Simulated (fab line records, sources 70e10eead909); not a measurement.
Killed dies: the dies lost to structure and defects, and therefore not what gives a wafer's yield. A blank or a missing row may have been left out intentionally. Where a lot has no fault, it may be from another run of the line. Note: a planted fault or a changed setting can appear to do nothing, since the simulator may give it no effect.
fab line records	flow nand-harc
record: lots: 5	wafers: 15	last-day: 33
route steps=1302 shown P_GATE@126 END@1302
lots that met no fault: taken from a fault-free run of the same line
start-h: the number of hours between the record's first day and the start of the first shown wafer of the lot	wait-h: hours since the lot's step before	" as in the row above	L1.1+2: several wafers, shown together as one row	- no value, or no start was given	* or withheld: withheld	< > ~ a bound
route shown NAME@n: a module of which the file shows steps, and the number in the route of the first	usual: average and standard deviation across the fault-free wafers	same: alike in all rows	chamber/n: place in a boat	sites: each site's reading	_std_site: the values' standard deviation	_edge_site: inner sites' mean taken away from outer sites' mean	radius-mm: how far each site lies from the wafer's centre	mask NAME#n: copy n	behind: the tool/chamber that last shaped the wafer	hold: why the lot was held/for how many hours/how that ended	device: names the non-switching transistor (n, p or np)	end of line: the route-end tests of the same wafers	step lacking rows: just its recipe	killed: dies that structure and defects cost at the first sort, which is not the same as the wafer's yield	map: per-die view of a wafer (x killed, . not killed, _ where there is no die)
set.NAME: the setting that was run; set.NAME@STEP: the one run at that earlier step	model.NAME: the simulator's own value behind a step, which no gauge read
a table for each step, a row for each wafer; lots at some steps of the route
services: the hour from which a tool's chamber was out of use, counted from the record's first day as start-h (under 0 if before that day), plus the number of hours and why
== steps ==
step: NHARC_P_GATE_STRIP_15
recipe: time-s: 780	temp-c: 130	chemistry: SPM
step: NHARC_P_GATE_PRECLEAN_71
recipe: time-s: *	temp-c: 50	bath-age-min: 0	chemistry: SC1
step: NHARC_P_GATE_SRD_72
step: NHARC_P_GATE_OXIDE_16
recipe: target-thk-a: 30	temp-c: 875	ox-time-s: 392	material: SiO2
step: NHARC_P_GATE_CVD_17
recipe: target-thk-a: 1500	temp-c: 620	time-s: 900	material: poly-Si
step: NHARC_P_GATE_HM_DEP_102
recipe: target-thk-a: 1200	temp-c: 400	material: aC
usual: throttle-valve-pct: 35.000/0.0093
lot.wafer	tool	chamber	start-h	wait-h	throttle-valve-pct
L368.2	acl-dep-01	0	129.70	0.5	34.986
L368.3	"	0	"	"	35.003
L368.4	"	0	"	"	35.010
L372.2	acl-dep-01	0	176.29	1.7	35.012
L372.3	"	0	"	"	34.987
L372.6	"	0	"	"	35.013
L374.1	acl-dep-02	0	189.85	1.2	34.989
L374.4	"	0	"	"	34.985
L374.5	"	0	"	"	34.995
L385.1	acl-dep-01	0	294.77	3.4	35.005
L385.4	"	0	"	"	34.995
L385.6	"	0	"	"	34.989
L387.1	acl-dep-02	0	321.30	1.1	34.989
L387.4	"	0	"	"	34.994
L387.6	"	0	"	"	34.999
step: NHARC_P_GATE_DEP_103
recipe: target-thk-a: 300	target-thk-nm: 30	temp-c: 400	flow-sccm: 200	rf-w: 350	material: SiON
usual: heater-power-w: 750/93
lot.wafer	tool	chamber	start-h	wait-h	heater-power-w
L368.3	pecvd-03	2	130.25	0.3	743
L368.2	"	0	"	"	817
L368.4	"	2	"	"	760
L372.2	pecvd-04	0	176.85	0.4	663
L372.3	"	1	"	"	696
L372.6	"	0	"	"	644
L374.1	pecvd-01	2	190.74	0.8	942
L374.5	"	0	"	"	699
L374.4	"	2	"	"	945
L385.1	pecvd-03	2	295.47	0.6	761
L385.4	"	1	"	"	848
L385.6	"	2	"	"	755
L387.1	pecvd-04	0	321.99	0.6	628
L387.4	"	0	"	"	649
L387.6	"	1	"	"	605
step: NHARC_P_GATE_DEHYDRATE_18
recipe: temp-c: 150	time-s: 120
step: NHARC_P_GATE_HMDS_19
recipe: time-s: 30
step: NHARC_P_GATE_COAT_20
recipe: spin-rpm: 1500	resist-thk-nm: 90
step: NHARC_P_GATE_SOFTBAKE_21
recipe: temp-c: 105	time-s: 55
step: NHARC_P_GATE_EBR_22
step: NHARC_P_GATE_EXPOSE_23
recipe: na: 1.35	target-cd-nm: 120	dose-mj: 93.91	mask-id: P_GATE
usual: focus-offset-nm: 0.0/0.51
lot.wafer	tool	chamber	start-h	wait-h	mask	focus-offset-nm
L368.2	arfi-scanner-03	0	130.79	-	P_GATE#0	0.5
L368.3	"	0	"	"	P_GATE#0	0.2
L368.4	"	0	"	"	P_GATE#0	0.3
L372.2	arfi-scanner-02	0	177.39	-	P_GATE#0	0.2
L372.3	"	0	"	"	P_GATE#0	-1.0
L372.6	"	0	"	"	P_GATE#0	-0.8
L374.1	arfi-scanner-03	0	191.09	-	P_GATE_R1#0	0.6
L374.4	"	0	"	"	P_GATE_R1#0	-0.5
L374.5	"	0	"	"	P_GATE_R1#0	-0.8
L385.1	arfi-scanner-01	0	295.98	-	P_GATE#0	0.1
L385.4	"	0	"	"	P_GATE#0	-1.6
L385.6	"	0	"	"	P_GATE#0	-0.6
L387.1	arfi-scanner-02	0	322.50	-	P_GATE#0	0.2
L387.4	"	0	"	"	P_GATE#0	0.2
L387.6	"	0	"	"	P_GATE#0	0.3
step: NHARC_P_GATE_PEB_24
recipe: peb-temp-c: 100	peb-time-s: 65
step: NHARC_P_GATE_DEVELOP_25
recipe: develop-time-s: 35	dev-temp-c: 23
step: NHARC_P_GATE_CD_MEAS_26
recipe: target-cd-nm: 120	landing-energy-ev: 500
usual: cd-nm: 120.0/0.72
lot.wafer	tool	chamber	start-h	wait-h	hold	cd-nm
L368.2	cd-sem-01	0	130.92	-	-	120.3
L368.3	"	0	"	"	-	120.3
L368.4	"	0	"	"	-	120.7
L372.2	cd-sem-03	0	177.53	-	-	120.5
L372.3	"	0	"	"	-	120.3
L372.6	"	0	"	"	-	118.9
L374.1	cd-sem-02	0	191.23	-	await-dispo/0.2h/release	92.7
L374.4	"	0	"	"	await-dispo/0.2h/release	92.2
L374.5	"	0	"	"	await-dispo/0.2h/release	93.3
L374.1	cd-sem-02	0	-	-	-	92.4
L374.4	"	0	"	"	-	92.2
L374.5	"	0	"	"	-	92.9
L385.1	cd-sem-03	0	296.12	-	-	119.8
L385.4	"	0	"	"	-	120.6
L385.6	"	0	"	"	-	120.0
L387.1	cd-sem-02	0	322.64	-	-	120.7
L387.4	"	0	"	"	-	119.8
L387.6	"	0	"	"	-	119.5
step: NHARC_P_GATE_OVL_MEAS_27
usual: overlay-x-nm: -0.1/0.81	overlay-y-nm: 0.1/0.96
lot.wafer	tool	chamber	start-h	wait-h	hold	overlay-x-nm	overlay-y-nm
L368.2	overlay-01	-	131.01	-	-	0.8	1.5
L368.3	"	-	"	"	-	0.3	1.4
L368.4	"	-	"	"	-	0.6	1.1
L372.2	overlay-01	-	177.62	-	-	0.7	-1.1
L372.3	"	-	"	"	-	0.4	0.0
L372.6	"	-	"	"	-	0.9	-1.1
L374.1	overlay-02	-	193.32	-	await-dispo/1.8h/release	0.3	0.6
L374.4	"	-	"	"	await-dispo/1.8h/release	0.2	0.4
L374.5	"	-	"	"	await-dispo/1.8h/release	-0.1	0.9
L385.1	overlay-02	-	296.21	-	-	0.4	0.6
L385.4	"	-	"	"	-	0.4	0.1
L385.6	"	-	"	"	-	0.3	0.7
L387.1	overlay-01	-	322.73	-	-	0.5	-2.0
L387.4	"	-	"	"	-	-0.2	-1.8
L387.6	"	-	"	"	-	-0.4	-1.4
step: NHARC_P_GATE_INSPECT_28
usual: raw-defect-count: 6.4/2.8
lot.wafer	tool	chamber	start-h	wait-h	raw-defect-count
L368.2	defect-inspect-01	-	131.05	0.0	8
L368.3	"	-	"	"	7
L368.4	"	-	"	"	2
L372.2	defect-inspect-01	-	177.65	0.0	7
L372.3	"	-	"	"	10
L372.6	"	-	"	"	6
L374.1	defect-inspect-01	-	193.36	0.0	8
L374.4	"	-	"	"	11
L374.5	"	-	"	"	9
L385.1	defect-inspect-02	-	296.25	0.0	10
L385.4	"	-	"	"	7
L385.6	"	-	"	"	4
L387.1	defect-inspect-01	-	322.76	0.0	7
L387.4	"	-	"	"	13
L387.6	"	-	"	"	9
step: NHARC_P_GATE_DESCUM_31
recipe: time-s: 3	o2-flow-sccm: 200	ar-flow-sccm: 0	bias-power-w: 0	chemistry: O2
usual: chamber-pressure-mTorr: 60.00/0.052	drypump-motor-current-A: 6.0/0.46	oes-product-au: 1.002/0.013	rf-vpp-V: 57.7/0.83	showerhead-plenum-p-Torr: 1.93/0.054	throttle-valve-pct: 11.310/0.0084
lot.wafer	tool	chamber	start-h	wait-h	chamber-pressure-mTorr	drypump-motor-current-A	oes-product-au	rf-hours-counter-h	rf-vpp-V	showerhead-plenum-p-Torr	throttle-valve-pct	model.P_GATE.cd-nm
L368.2	rie-diel-09	2	131.11	0.1	59.97	5.8	1.007	10	57.7	1.90	11.306	119.5
L368.3	"	0	"	"	59.96	5.5	1.011	10	57.5	1.85	11.312	119.4
L368.4	"	1	"	"	59.97	5.4	1.022	10	58.5	1.94	11.305	120.1
L372.2	rie-diel-10	2	177.71	0.1	59.97	6.7	0.993	5	59.3	1.88	11.307	120.2
L372.3	"	1	"	"	59.90	5.9	0.987	5	57.0	1.87	11.316	119.8
L372.6	"	2	"	"	59.98	6.7	1.004	-	58.5	1.88	11.306	119.2
L374.4	rie-diel-09	3	193.42	0.1	60.08	5.5	0.986	2	57.2	1.98	11.302	92.5
L374.1	"	0	"	"	59.89	5.5	1.027	3	58.4	1.85	11.319	91.94
L374.5	"	0	"	"	60.04	5.5	1.026	-	58.5	1.85	11.304	92.53
L385.1	rie-diel-06	1	296.32	0.1	59.92	6.7	1.012	7	58.5	1.95	11.317	120
L385.4	"	2	"	"	60.04	5.8	0.998	7	58.1	1.84	11.299	120.8
L385.6	"	0	"	"	59.97	5.5	1.018	-	56.0	1.98	11.321	120.9
L387.4	rie-diel-10	1	322.83	0.1	60.01	5.9	0.998	6	56.6	1.87	11.296	119.9
L387.1	"	3	"	"	59.98	6.1	0.984	5	58.8	1.92	11.307	120
L387.6	"	1	"	"	60.05	5.9	0.992	-	56.4	1.87	11.312	119.3
step: NHARC_P_GATE_ETCH_104
recipe: target-depth-a: 600	time-s: withheld	cf4-flow-sccm: 100	chf3-flow-sccm: 30	ar-flow-sccm: 0	rf-w: 500	bias-w: 200	chemistry: CF4/CHF3
step: NHARC_P_GATE_HM_OPEN_105
recipe: target-depth-a: 3600	o2-flow-sccm: 400	cos-flow-sccm: 20	ar-flow-sccm: 0	rf-w: 500	bias-w: 300	chemistry: O2/COS
usual: bias-w: 299.9/0.76	chamber-pressure-mTorr: 20.000/0.017	drypump-motor-current-A: 6.0/0.44	oes-product-au: 1.002/0.012	rf-vpp-V: 467.7/2	showerhead-plenum-p-Torr: 3.14/0.086	throttle-valve-pct: 28.331/0.0089
lot.wafer	tool	chamber	start-h	wait-h	bias-w	chamber-pressure-mTorr	drypump-motor-current-A	oes-product-au	rf-hours-counter-h	rf-vpp-V	showerhead-plenum-p-Torr	throttle-valve-pct
L368.2	rie-diel-09	2	-	-	300.2	19.983	5.8	1.011	10	465.7	3.11	28.338
L368.3	"	3	"	"	299.2	19.997	5.5	1.000	10	471.3	3.23	28.317
L368.4	"	0	"	"	301.1	19.967	5.5	1.016	10	464.7	3.02	28.314
L372.2	rie-diel-10	1	-	-	300.2	20.005	5.9	0.985	5	467.1	3.06	28.332
L372.3	"	2	"	"	299.1	20.006	6.7	0.997	5	467.4	3.07	28.343
L372.6	"	0	"	"	300.0	20.001	6.4	0.989	-	470.3	3.27	28.343
L374.1	rie-diel-09	2	-	-	299.9	19.988	5.7	1.008	2	466.6	3.11	28.324
L374.4	"	3	"	"	300.2	20.007	5.5	0.993	2	470.1	3.23	28.341
L374.5	"	3	"	"	300.1	20.020	5.5	0.993	-	469.0	3.23	28.331
L385.4	rie-diel-06	2	-	-	300.3	19.973	5.8	1.006	7	464.0	3.01	28.317
L385.1	"	0	"	"	299.7	19.978	5.6	1.005	7	469.3	3.22	28.341
L385.6	"	2	"	"	300.1	19.996	5.8	1.003	-	464.6	3.01	28.334
L387.1	rie-diel-10	0	-	-	300.0	20.030	6.4	1.010	5	469.6	3.27	28.336
L387.4	"	1	"	"	300.8	20.005	5.9	0.987	6	466.3	3.06	28.339
L387.6	"	3	"	"	299.3	20.015	6.1	0.980	-	469.1	3.13	28.335
step: NHARC_P_GATE_STRIP_106
recipe: o2-flow-sccm: 400	cos-flow-sccm: 20	ar-flow-sccm: 0	bias-w: 0	chemistry: O2/COS
step: NHARC_P_GATE_ETCH_114
recipe: target-depth-a: 300	overetch-a: 30	time-s: 16.5	ion-energy-ev: 100	cf4-flow-sccm: 80	o2-flow-sccm: 20	ar-flow-sccm: 0	rf-w: 300	bias-w: 100	chemistry: CF4/O2
usual: bias-w: 100.0/0.3	cf4-flow-sccm: 79.99/0.24	chamber-pressure-mTorr: 29.999/0.029	drypump-motor-current-A: 5.9/0.43	oes-product-au: 1.001/0.013	rf-vpp-V: 197.9/1.2	showerhead-plenum-p-Torr: 1.34/0.038	throttle-valve-pct: 13.398/0.0081
lot.wafer	tool	chamber	start-h	wait-h	bias-w	cf4-flow-sccm	chamber-pressure-mTorr	drypump-motor-current-A	oes-product-au	rf-hours-counter-h	rf-vpp-V	showerhead-plenum-p-Torr	throttle-valve-pct
L368.2	rie-diel-09	3	-	-	100.6	79.78	29.988	5.5	1.003	10	198.8	1.38	13.389
L368.3	"	0	"	"	100.3	80.04	29.990	5.5	1.008	10	196.0	1.29	13.410
L368.4	"	1	"	"	100.1	80.13	29.982	5.4	1.015	10	198.6	1.36	13.399
L372.2	rie-diel-10	1	-	-	100.1	79.93	30.012	5.9	0.981	5	196.5	1.31	13.394
L372.3	"	2	"	"	99.9	80.33	29.994	6.7	0.985	5	197.4	1.31	13.374
L372.6	"	3	"	"	100.0	79.64	30.037	6.1	0.978	-	196.8	1.34	13.382
L374.4	rie-diel-09	0	-	-	99.8	79.97	29.944	5.5	1.024	3	197.5	1.29	13.391
L374.1	"	1	"	"	99.8	80.07	29.971	5.4	1.017	3	196.9	1.36	13.389
L374.5	"	2	"	"	100.0	79.91	29.998	5.8	1.006	-	196.5	1.33	13.392
L385.1	rie-diel-06	2	-	-	100.0	80.18	30.037	5.8	1.000	7	196.5	1.29	13.401
L385.4	"	0	"	"	99.8	79.84	29.962	5.5	1.019	7	199.0	1.38	13.405
L385.6	"	2	"	"	100.4	80.48	29.968	5.8	1.006	-	195.9	1.29	13.400
L387.4	rie-diel-10	0	-	-	99.8	80.11	29.973	6.3	1.010	5	199.0	1.40	13.406
L387.1	"	2	"	"	100.0	79.88	29.967	6.7	1.005	6	197.9	1.31	13.403
L387.6	"	0	"	"	100.0	80.24	30.068	6.4	1.010	-	197.0	1.40	13.392
step: NHARC_P_GATE_ETCH_32
recipe: target-depth-a: 1500	over-etch-frac: 1	over-etch-ion-energy-ev: 40	time-s: 100.1	hbr-flow-sccm: 150	cl2-flow-sccm: 50	rf-w: 400	icp-w: 400	bias-w: 100	chemistry: HBr/Cl2
usual: bias-w: 100.0/0.31	chamber-pressure-mTorr: 15.000/0.014	drypump-motor-current-A: 5.4/0.54	he-backside-leak-sccm: 2.51/0.18	oes-product-au: 1.003/0.014	throttle-valve-pct: 26.405/0.0087
lot.wafer	tool	chamber	start-h	wait-h	bias-w	chamber-pressure-mTorr	drypump-motor-current-A	he-backside-leak-sccm	oes-product-au	rf-hours-counter-h	throttle-valve-pct	model.P_GATE.cd-nm
L368.4	rie-si-04	3	131.57	-	99.8	15.010	5.6	2.41	0.981	0.9	26.391	118.7
L368.3	"	1	"	"	100.2	15.005	5.1	2.38	0.998	1.0	26.412	116.6
L368.2	"	2	"	"	100.1	15.009	6.0	2.59	1.014	0.9	26.392	124.8
L372.3	rie-si-02	2	178.18	-	99.8	14.978	4.7	2.37	1.022	0.4	26.409	114.8
L372.2	"	1	"	"	100.0	14.963	4.8	2.44	0.988	0.4	26.418	122.5
L372.6	"	3	"	"	99.6	15.012	6.4	2.41	0.975	-	26.414	121.7
L374.4	rie-si-02	2	193.88	-	100.2	14.993	4.7	2.38	1.014	0.5	26.409	92.13
L374.1	"	0	"	"	99.9	14.994	5.4	2.83	0.991	0.5	26.408	93.5
L374.5	"	3	"	"	99.7	15.011	6.3	2.42	0.971	-	26.415	99.02
L385.4	rie-si-02	3	296.77	-	100.5	15.031	6.4	2.39	1.007	0.0	26.410	123.6
L385.1	"	2	"	"	100.1	15.026	4.7	2.32	0.993	0.0	26.421	121.5
L385.6	"	3	"	"	99.9	15.010	6.4	2.28	0.997	-	26.417	125.5
L387.1	rie-si-02	1	323.29	-	100.5	14.973	4.8	2.21	0.992	0.2	26.398	116.8
L387.4	"	2	"	"	99.3	15.002	4.8	2.44	1.002	0.2	26.395	115.1
L387.6	"	2	"	"	99.8	15.004	4.8	2.42	0.998	-	26.413	118.7
step: NHARC_P_GATE_STRIP_108
recipe: o2-flow-sccm: 500	ar-flow-sccm: 0	bias-w: 0	chemistry: O2
usual: chamber-pressure-mTorr: 60.00/0.053	drypump-motor-current-A: 5.9/0.43	oes-product-au: 1.002/0.012	rf-vpp-V: 57.9/0.84	showerhead-plenum-p-Torr: 3.56/0.096	throttle-valve-pct: 17.037/0.0086
same: bias-w: 0
lot.wafer	tool	chamber	start-h	wait-h	chamber-pressure-mTorr	drypump-motor-current-A	oes-product-au	rf-hours-counter-h	rf-vpp-V	showerhead-plenum-p-Torr	throttle-valve-pct
L368.2	rie-diel-09	3	131.73	-	60.03	5.5	0.997	10.0	59.7	3.65	17.023
L368.3	"	0	"	"	60.06	5.5	1.000	10.4	59.0	3.42	17.030
L368.4	"	2	"	"	59.94	5.8	1.014	10.0	57.9	3.51	17.023
L372.2	rie-diel-06	0	178.35	-	60.01	5.6	0.992	2.6	58.0	3.64	17.037
L372.3	"	2	"	"	60.00	5.8	0.990	2.8	56.1	3.41	17.034
L372.6	"	0	"	"	59.96	5.6	0.992	-	58.2	3.64	17.037
L374.4	rie-diel-06	0	194.12	-	60.02	5.5	1.012	2.9	57.1	3.64	17.035
L374.1	"	1	"	"	60.01	6.7	1.006	2.8	58.3	3.60	17.046
L374.5	"	2	"	"	59.96	5.8	0.990	-	58.7	3.41	17.023
L385.4	rie-diel-10	1	296.93	-	60.05	5.9	0.986	4.4	58.8	3.46	17.045
L385.1	"	2	"	"	59.95	6.7	1.012	5.0	58.0	3.46	17.039
L385.6	"	2	"	"	59.98	6.7	1.003	-	57.9	3.46	17.033
L387.1	rie-diel-10	2	323.45	-	60.07	6.7	1.006	6.4	57.9	3.46	17.030
L387.4	"	1	"	"	60.10	5.9	0.995	5.8	57.1	3.46	17.046
L387.6	"	2	"	"	60.02	6.7	1.007	-	57.8	3.46	17.043
step: NHARC_P_GATE_CD_MEAS_33
usual: cd-nm: 120/3.5
lot.wafer	tool	chamber	start-h	wait-h	hold	cd-nm
L368.2	cd-sem-02	-	131.91	-	-	123
L368.3	"	-	"	"	-	117
L368.4	"	-	"	"	-	119
L372.2	cd-sem-03	-	178.51	-	-	122
L372.3	"	-	"	"	-	116
L372.6	"	-	"	"	-	121
L374.1	cd-sem-01	-	194.27	-	await-dispo/0.2h/release	94
L374.4	"	-	"	"	await-dispo/0.2h/release	92
L374.5	"	-	"	"	await-dispo/0.2h/release	100
L374.1	cd-sem-01	-	194.45	0.2	-	94
L374.4	"	-	"	"	-	92
L374.5	"	-	"	"	-	99
L385.1	cd-sem-03	-	297.10	-	-	121
L385.4	"	-	"	"	-	124
L385.6	"	-	"	"	-	125
L387.1	cd-sem-03	-	323.62	-	-	117
L387.4	"	-	"	"	-	115
L387.6	"	-	"	"	-	119
step: NHARC_END_SORT_01
recipe: temp-c: 25
usual: killed-at-array: 59/20	killed-at-other: 0.8/1.1	killed-at-periphery: 5/3.1	killed-dies: 64/21	killed-open: 3.4/1.9	killed-short: 2.3/1.7
same: gross-dies: 677
lot.wafer	tool	chamber	start-h	wait-h	hold	killed-at-array	killed-at-other	killed-at-periphery	killed-dies	killed-open	killed-short
L368.2	prober-02	0	588.34	2.8	-	79	0	2	81	4	1
L368.3	prober-02	0	589.15	3.1	-	72	0	2	74	3	2
L368.4	prober-02	0	589.95	3.4	-	78	1	3	82	2	2
L372.2	prober-01	0	646.37	2.8	-	48	1	2	51	3	4
L372.3	prober-01	0	647.16	3.1	-	41	0	4	45	2	0
L372.6	prober-01	0	649.55	4.0	-	43	0	3	46	6	3
L374.1	prober-02	0	681.20	2.5	await-dispo/1.2h/scrap	39	1	581	621	5	0
L374.4	prober-02	0	683.60	3.4	await-dispo/1.2h/scrap	69	0	595	664	2	4
L374.5	prober-02	0	684.40	3.7	await-dispo/1.2h/scrap	46	0	286	332	3	2
L387.1	prober-01	0	780.35	2.6	-	43	0	4	47	4	4
L387.4	prober-01	0	782.77	3.4	-	47	0	6	53	2	3
L387.6	prober-01	0	784.38	4.0	-	53	0	5	58	4	0
killed by level:class
L368.2 A_SLIT:chamber-film-flake=34 A_CHANNEL_HOLE_D2:chamber-film-flake=32 A_STAIRCASE:chamber-film-flake=8 P_CONTACT:geometric-particle:open=1 A_ONON_D1:geometric-particle:short=1 A_ONON_D2:geometric-particle:open=1 A_CONTACT:geometric-particle:open=1 A_BLC:geometric-particle:open=1
L368.3 A_CHANNEL_HOLE_D2:chamber-film-flake=31 A_SLIT:chamber-film-flake=24 A_STAIRCASE:chamber-film-flake=7 A_M0:geometric-particle:open=2 A_CONTACT:chamber-film-flake=2 A_CHANNEL_HOLE_D1:geometric-particle:short=1 A_ONON_D2:geometric-particle:short=1 A_ONON_D2:geometric-particle:open=1
L368.4 A_CHANNEL_HOLE_D2:chamber-film-flake=32 A_SLIT:chamber-film-flake=31 A_STAIRCASE:chamber-film-flake=5 A_CHANNEL_HOLE_D1:chamber-film-flake=4 A_CONTACT:chamber-film-flake=3 P_CONTACT:geometric-particle:short=1 P_M0:geometric-particle:open=1 A_CHANNEL_FILL_D1:geometric-particle:short=1
L372.2 A_CHANNEL_HOLE_D2:chamber-film-flake=36 A_CHANNEL_FILL_D1:geometric-particle:short=2 A_CHANNEL_FILL_D2:geometric-particle:short=2 A_CHANNEL_HOLE_D1:chamber-film-flake=2 A_STAIRCASE:chamber-film-flake=2 P_M1:geometric-particle:open=1 A_CHANNEL_HOLE_D2:geometric-particle:open=1 A_CHANNEL_FILL_D2:geometric-particle:open=1
L372.3 A_CHANNEL_HOLE_D2:chamber-film-flake=32 P_GATE:chamber-film-flake=3 A_CHANNEL_HOLE_D1:chamber-film-flake=2 A_SLIT:chamber-film-flake=2 A_BONDPAD:chamber-film-flake=2 P_M0:geometric-particle:open=1 A_CHANNEL_FILL_D1:geometric-particle:open=1 A_WL_FILL:chamber-film-flake=1
L372.6 A_CHANNEL_HOLE_D2:chamber-film-flake=31 A_CHANNEL_FILL_D1:geometric-particle:open=2 A_DECK1_JOINT:geometric-particle:short=2 P_GATE:chamber-film-flake=2 P_M0:geometric-particle:open=1 A_CHANNEL_FILL_D1:geometric-particle:short=1 A_DECK1_JOINT:geometric-particle:open=1 A_CHANNEL_FILL_D2:geometric-particle:open=1
L374.1 P_GATE:area-expose=577 A_SLIT:chamber-film-flake=23 A_CHANNEL_HOLE_D2:chamber-film-flake=7 A_ONON_D1:geometric-particle:open=2 P_STI:chamber-film-flake=2 A_CHANNEL_HOLE_D1:chamber-film-flake=2 P_CONTACT:geometric-particle:open=1 A_CHANNEL_FILL_D1:geometric-particle:open=1
L374.4 P_GATE:area-expose=590 A_SLIT:chamber-film-flake=29 A_CHANNEL_HOLE_D2:chamber-film-flake=17 A_M1:chamber-film-flake=7 A_ZERO_WELL:chamber-film-flake=4 A_CONTACT:chamber-film-flake=4 P_ZERO_WELL:chamber-film-flake=3 A_CHANNEL_HOLE_D1:chamber-film-flake=3
L374.5 P_GATE:area-expose=286 A_SLIT:chamber-film-flake=20 A_CHANNEL_HOLE_D2:chamber-film-flake=6 A_CONTACT:chamber-film-flake=5 A_CHANNEL_HOLE_D1:chamber-film-flake=4 A_ONON_D1:geometric-particle:open=2 A_M1:chamber-film-flake=2 A_ONON_D1:geometric-particle:short=1
L387.1 A_SLIT:chamber-film-flake=16 A_CHANNEL_HOLE_D1:chamber-film-flake=9 A_STAIRCASE:chamber-film-flake=5 A_CONTACT:chamber-film-flake=3 P_CONTACT:geometric-particle:open=2 P_STI:chamber-film-flake=2 A_DECK1_JOINT:chamber-film-flake=2 A_ONON_D1:geometric-particle:open=1
L387.4 A_SLIT:chamber-film-flake=26 A_CHANNEL_HOLE_D1:chamber-film-flake=8 P_STI:chamber-film-flake=6 A_STAIRCASE:chamber-film-flake=3 A_CONTACT:chamber-film-flake=3 A_ONON_D1:geometric-particle:short=2 A_SGD_CUT:geometric-particle:open=1 A_SLIT:geometric-particle:open=1
L387.6 A_SLIT:chamber-film-flake=26 A_CHANNEL_HOLE_D1:chamber-film-flake=16 A_STAIRCASE:chamber-film-flake=4 P_STI:chamber-film-flake=3 A_DECK1_JOINT:chamber-film-flake=2 A_CONTACT:chamber-film-flake=2 P_STI:geometric-particle:open=1 P_GATE:geometric-particle:open=1
map L374.4 (x killed, . not)
____________x____________
_________xxxxxxx_________
_______xxxxxxxxxxx_______
______xxxxxxxxxxxxx______
_____xxxxxxxxxxxxxxx_____
____xxxxxxxxxxxxxx.xx____
____xxxxxxxxxxxxxxxxx____
___xxxxxxxxxxxxxxxxxxx___
___xxxxxxxxxxxxxxxxxxx___
__xxxxxxxxxxxxxxxxxxxxx__
__xxxxxxxxxxxxxxxxxxxxx__
_xxxxxxxxxxxxxxxxxxxxxx._
_xxxxxxxxxxxxxxxxxxxxxxx_
_xxxxxxxxxxxxxxxxxxxxxxx_
_xxxxxxxxxxxxxxxxxxxxxxx_
_xxxxxxxxxxxxxxxxxxxxxxx_
xxxxxxxxxxxxxxxxxxxxxxxx.
xxxxxxxxxxxxxxxxxxxxxxx.x
xxxxxxxxxxxxxxxxxxxxxxxxx
xxxxxxxxxxxxxxxxxxxxxxxxx
xxxxxxxxxxxxxxxxxxxxxxxxx
_xxxxxxxxxxxxxxxxxxxxxxx_
_xxxxxxxxxxxxxxxxxxxxxxx_
_xxxxxxxxxxxxxxxxxxxxxxx_
_xxxxxxxxxxxxxxxxxxxx.xx_
_xxxxxxxxxxxxxxxxxxxxxxx_
__xxxxxxxxxxxxxxxxxxx.x__
__xxxxxxxxxxxxxxxxxxxxx__
___xxxxxxxxxxxxxxxxxx.___
___xxxxxxxxxxxxxxxxxxx___
____xxxxxxxxxxxxxxxxx____
____x.xxxxxxxxxxxxxxx____
_____xxxxxxx.xxxxxx._____
______xxxxxxxxxx.xx______
_______xxxxxxxxxxx_______
_________x.xxxx._________
____________x____________
map L368.4 (x killed, . not)
____________.____________
_________......._________
_______.....x....x_______
______.....x....x..______
_____x.....x........_____
____........x........____
____xx.x.............____
___x.xxxx.............___
___.x.xx..............___
__.xxxx..x.............__
__.x..xxx..........x...__
_..xxxxx..............x._
_......xx..............._
_....xxx................_
_..xx..................._
_......................._
.........................
.........................
.................x.x.....
........................x
.........................
_......................._
_......................._
_.................x....._
_....x.................._
_......................._
__.....................__
__.......x.............__
___.x.....xx..........___
___.....x.xx..........___
____......xx.x.......____
____.....xxxxx.......____
_____..x..xx.xx....._____
______.xxxxx.x.....______
_______.xx.xxxx..._______
_________xxx...._________
____________x____________
== services ==
tool	chamber	start-h	hours	kind
rie-si-02	2	118.79	2.2	repair
rie-diel-06	-	130.20	9.0	pm
rie-diel-10	1	138.61	15.9	repair
arfi-scanner-02	-	140.00	4.0	pm
rie-diel-09	-	143.36	9.0	pm
rie-diel-10	2	159.70	4.9	repair
rie-diel-10	3	160.82	4.3	repair
rie-diel-06	1	163.69	5.4	repair
pecvd-03	-	185.00	13.0	pm
rie-diel-10	1	186.48	4.1	repair
acl-dep-01	-	192.41	13.0	pm
rie-si-02	-	198.54	0.4	repair
rie-si-02	2	205.39	41.0	repair
rie-diel-10	2	206.09	1.2	repair
rie-diel-10	-	242.50	9.0	pm
rie-diel-09	1	243.29	7.4	repair
rie-diel-06	1	245.61	4.2	repair
rie-si-02	-	277.00	9.0	pm
rie-diel-09	1	284.03	110.2	repair
rie-diel-10	3	298.93	6.9	repair
rie-diel-09	2	305.36	10.9	repair
rie-diel-10	0	305.69	9.4	repair
rie-diel-06	-	307.20	9.0	pm
rie-diel-09	-	320.36	9.0	pm
== key ==
first-sign: step: NHARC_P_GATE_EXPOSE_23	reading: mask	direction: changed
effect: step: NHARC_P_GATE_CD_MEAS_26	reading: visit	direction: added
effect: step: NHARC_P_GATE_CD_MEAS_26	reading: cd-nm	direction: down	sigmas: 38	usual: 120.0	struck: 92.7
effect: step: NHARC_P_GATE_CD_MEAS_33	reading: visit	direction: added
effect: step: NHARC_P_GATE_CD_MEAS_33	reading: cd-nm	direction: down	sigmas: 7.1	usual: 120	struck: 95
effect: step: NHARC_END_SORT_01	reading: killed-at-periphery	direction: up	sigmas: 99+	usual: 5	struck: 487
model-effect: step: NHARC_P_GATE_DESCUM_31	value: P_GATE.cd-nm	without: 120.5	struck: 92.32
model-effect: step: NHARC_P_GATE_ETCH_32	value: P_GATE.cd-nm	without: 122.9	struck: 94.88
more-kills-born-at: NHARC_P_GATE_EXPOSE_23@arfi-scanner-03: 1453
met-at NHARC_P_GATE_EXPOSE_23
struck-wafers L374.1,L374.4,L374.5
later-rows-left-out L374.1,L374.4
tester-left-out L374
onset-between 130.79 191.09
fault: kind: wrong-mask	tool: any	chamber: -	onset-h: 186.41	steps: NHARC_P_GATE_EXPOSE_23	aux-copy: P_GATE_R1#0	cd-offset-nm: -28.222	scope: struck-lots-only
tester-left-out: of these lots the tester's yield and bins aren't shown, on N5 and GAA mostly nor the transistor test; their killed dies are dies lost to structure and defects alone, not to doping, threshold or leakage, so they don't give the yield
later-rows-left-out: the simulator's readings of these wafers behind a module that went badly wrong aren't trusted and aren't shown, but for the sort
